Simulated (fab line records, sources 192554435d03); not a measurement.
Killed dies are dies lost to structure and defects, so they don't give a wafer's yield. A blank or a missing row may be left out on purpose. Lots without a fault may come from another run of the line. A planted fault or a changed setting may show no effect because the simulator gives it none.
A struck lot beside a sound one | flow n5_finfet | 37 steps out of a route of 1938
Sound: wafers L794.4, L794.5, L794.6. Struck: wafers L784.2, L784.3, L784.6. The cause comes at the end.
At each step with rows: each side's tool, then ch and its chambers, then its first start. Under that, the readings that differ: sound wafers | struck wafers | difference of the means | sigmas: that difference in standard deviations of wafers without a fault.
alike: readings whose means differ by less than 2 such deviations, and words and numbers that are the same on both sides. not compared: withheld readings, readings that some wafer has no value for, bounds like >300 that may hide the same value, and numbers for which the record gives no deviation and whose values overlap.
The two part at a step that has a row with sigmas, a row that says differs or no value, or rows on one side only. Numbers that don't overlap but have no deviation are shown without sigmas and don't part them. A reading that every wafer of one side lacks parts them only if that side has two wafers or more.

first, 9 steps without rows for these wafers: N5_BEOL_M4_ANNEAL_95 (time 240 s); N5_BEOL_M4_SPUTTER_96 (material Cu, target thk 4.5 nm, time 8.29 s); N5_BEOL_M4_ECD_50 (material Cu, target thk 300 nm); N5_BEOL_M4_ANNEAL_51 (time 90 s); N5_BEOL_M4_CMP_52 (polishes, stops on SiOC, t overpolish 6.8 s, target thk 40 nm); N5_BEOL_M4_PRE_CLEAN_60 (time 15 s); N5_BEOL_M4_CO_CAP_55 (material Co, precursor CCTBA/H2, target thk 2 nm, time 102.1 s); N5_BEOL_M4_PRE_CLEAN_56 (time 15 s); N5_BEOL_M4_DEP_57 (deposits SiCN from 3MS/NH3, target thk 8 nm, time 14 s).
N5_BEOL_M4_RC_MEAS_101:
  sound on prober-01 ch 0, day 14 20:24; struck on prober-01 ch 0, day 11 09:19
  reading       | sound          | struck         | difference | sigmas
  DIBL_N (mV/V) | 36.9 36.5 38.6 | 33.1 34.5 33.1 | -3.8       | -3
  DIBL_P (mV/V) | 34.6 35.2 37.2 | 32.3 33.5 31.6 | -3.2       | -2
  alike: IOFF_N, IOFF_P, ION_N, ION_P, SS_N, SS_P, VT_N, VT_P
then, 24 steps without rows for these wafers: N5_BEOL_M5_ILD_DEP_00 (deposits SiCOH lowk from DEMS/porogen, target thk 140.64 nm, time 25.9 s); N5_BEOL_M5_CURE_79 (cures SiCOH lowk, time 240 s); N5_BEOL_M5_PECVD_70 (deposits SiO2 from TEOS/O2, target thk 16 nm, time 18 s); N5_BEOL_M5_HM_DEP_02 (deposits TiN, target thk 20 nm); N5_BEOL_M5_COAT_59 (time 60 s, resist thk 60 nm); N5_BEOL_M5_COAT_60 (time 60 s, resist thk 12 nm); N5_BEOL_M5_COAT_71 (time 60 s, resist thk 5 nm); N5_BEOL_M5_COAT_05 (resist thk 30 nm); N5_BEOL_M5_EBR_07; N5_BEOL_M5_SOFTBAKE_06 (time 60 s); N5_BEOL_M5_EXPOSE_08 (exposes mask M5, target cd 28 nm); N5_BEOL_M5_PEB_09 (peb time 60 s); N5_BEOL_M5_DEVELOP_10 (develop time 30 s); N5_BEOL_M5_DESCUM_16 (chemistry O2, time 7 s); N5_BEOL_M5_ETCH_72 (etches underlayer in N2/H2, target depth 6.5 nm, time 5.2 s); N5_BEOL_M5_ETCH_61 (etches SiARC in CF4, target depth 15.6 nm, time 26 s); N5_BEOL_M5_ETCH_62 (etches SOC in N2/H2, target depth 75 nm, overetch 15 nm, time 112.5 s); N5_BEOL_M5_STRIP_63 (strips in N2/H2); N5_BEOL_M5_STRIP_73 (strips in N2/H2); N5_BEOL_M5_STRIP_64 (strips in CF4); N5_BEOL_M5_HM_OPEN_17 (chemistry Cl2/BCl3, target TiN, target depth 20 nm, overetch 6 nm); N5_BEOL_M5_STRIP_19 (strips in O2); N5_BEOL_M5_COAT_65 (time 60 s, resist thk 60 nm); N5_BEOL_M5_COAT_66 (time 60 s, resist thk 12 nm).
N5_BEOL_M5_ETCH_67: etches SiARC in CF4, target depth 15.6 nm, time 26 s.
  sound on rie_diel-03 ch 1,2,3, day 15 03:06; struck on rie_diel-06 ch 0,2,3, day 11 16:25
  no value came back on the struck wafers for any of 8 readings (bias_w (W), cf4_flow_sccm (sccm) and others); on the sound wafers bias_w (W) reads 36.09 36.05 35.82
  reading                                      | sound    | struck         | difference | sigmas
  model.CAR-EUV_of_BEOL_M5_COAT_22.thk_nm (nm) | 11 11 11 | 20.4 20.4 20.4 | +9.4       |
  not compared: rf_hours_counter_h
N5_BEOL_M5_ETCH_68: etches SOC in N2/H2, target depth 80 nm, overetch 16 nm, time 120 s.
  sound on rie_diel-03 ch 1,2,3, day 15 03:09; struck on rie_diel-06 ch 0,2,3, day 11 16:27
  reading               | sound          | struck         | difference | sigmas
  oes_product_au (a.u.) | 0.54 0.57 0.70 | 0.31 0.29 0.27 | -0.31      | -8
  alike: bias_w, chamber_pressure_mTorr, drypump_motor_current_A, rf_vpp_V, showerhead_plenum_p_Torr, throttle_valve_pct
  not compared: rf_hours_counter_h
-- the record jumps here: 4 days lie between the struck wafers' starts before and after (it left off in module BEOL_M5 and takes up again in module PASSIVATION, whose first step shown is number 1936 of the route) --
N5_PASSIVATION_PROBE_49:
  the record has rows for the struck wafers here (prober-02, day 16 01:44) and none for the sound ones

WHERE THEY PART
First at N5_BEOL_M4_RC_MEAS_101; last, within this record, at N5_PASSIVATION_PROBE_49.

WHY: what the simulator had put in
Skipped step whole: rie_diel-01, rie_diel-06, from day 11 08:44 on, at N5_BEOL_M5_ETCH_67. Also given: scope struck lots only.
